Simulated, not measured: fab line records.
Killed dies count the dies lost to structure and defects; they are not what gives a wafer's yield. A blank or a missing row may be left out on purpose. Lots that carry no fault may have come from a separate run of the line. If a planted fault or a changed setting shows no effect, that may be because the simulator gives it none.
Chamber matching / flow n5Finfet / 4 sister chambers for N5_GATE_CUT_SAC_CAP_01 on aldSin-03
The step material SiNx, target thk 24 nm, pulse time 1 s, ald cycles 480. 8 wafers are shown with their chamber, then 10 later ones without.

## WAFERS WITH THEIR CHAMBER
wafer=L085.5; chamber=2; heaterPowerW (W)=839; precursorPulseHeightRel=0.972
wafer=L087.5; chamber=0; heaterPowerW (W)=736; precursorPulseHeightRel=1.017
wafer=L087.6; chamber=1; heaterPowerW (W)=865; precursorPulseHeightRel=0.981
wafer=L089.2; chamber=1; heaterPowerW (W)=879; precursorPulseHeightRel=0.989
wafer=L089.3; chamber=2; heaterPowerW (W)=823; precursorPulseHeightRel=1.004
wafer=L089.6; chamber=0; heaterPowerW (W)=742; precursorPulseHeightRel=1.024
wafer=L090.4; chamber=3; heaterPowerW (W)=796; precursorPulseHeightRel=0.989
wafer=L090.5; chamber=3; heaterPowerW (W)=768; precursorPulseHeightRel=1.028

## WAFERS WITHOUT THEIR CHAMBER
wafer=L090.6; heaterPowerW (W)=745; precursorPulseHeightRel=1.042
wafer=L094.1; heaterPowerW (W)=882; precursorPulseHeightRel=0.965
wafer=L094.2; heaterPowerW (W)=769; precursorPulseHeightRel=0.970
wafer=L094.3; heaterPowerW (W)=741; precursorPulseHeightRel=0.983
wafer=L094.4; heaterPowerW (W)=738; precursorPulseHeightRel=0.984
wafer=L094.5; heaterPowerW (W)=786; precursorPulseHeightRel=0.996
wafer=L094.6; heaterPowerW (W)=876; precursorPulseHeightRel=1.007
wafer=L096.1; heaterPowerW (W)=776; precursorPulseHeightRel=1.026
wafer=L096.2; heaterPowerW (W)=723; precursorPulseHeightRel=0.953
wafer=L096.3; heaterPowerW (W)=852; precursorPulseHeightRel=1.006

## WHICH CHAMBER EACH WENT THROUGH
wafer=L090.6; from the rows above=0; in truth=0
wafer=L094.1; from the rows above=1; in truth=1
wafer=L094.2; from the rows above=can't be placed: 3 or 0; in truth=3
wafer=L094.3; from the rows above=can't be placed: 0 or 3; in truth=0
wafer=L094.4; from the rows above=can't be placed: 0 or 3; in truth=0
wafer=L094.5; from the rows above=3; in truth=3
wafer=L094.6; from the rows above=1; in truth=1
wafer=L096.1; from the rows above=can't be placed: 3 or 0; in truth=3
wafer=L096.2; from the rows above=can't be placed: 0 or 3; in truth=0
wafer=L096.3; from the rows above=can't be placed: 2 or 1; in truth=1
Correct placement for 4 of the 10. Cannot be placed on the basis of these rows: 6; the candidates contain the true chamber in 6. 0 placed wrongly.
How it was worked out, from the rows above alone: a wafer's distance from a chamber is the root of the sum, over the readings, of the square of ((its reading less the chamber's mean) divided by the reading's scatter). If the next closest chamber is less than 2 further off than the closest, the wafer can't be placed; otherwise it belongs to the closest. The mean given for a chamber averages the wafers shown for that chamber. The scatter: the root of (the sum of the squares of (reading less its chamber's mean) over the shown wafers, divided by (wafers less chambers)).
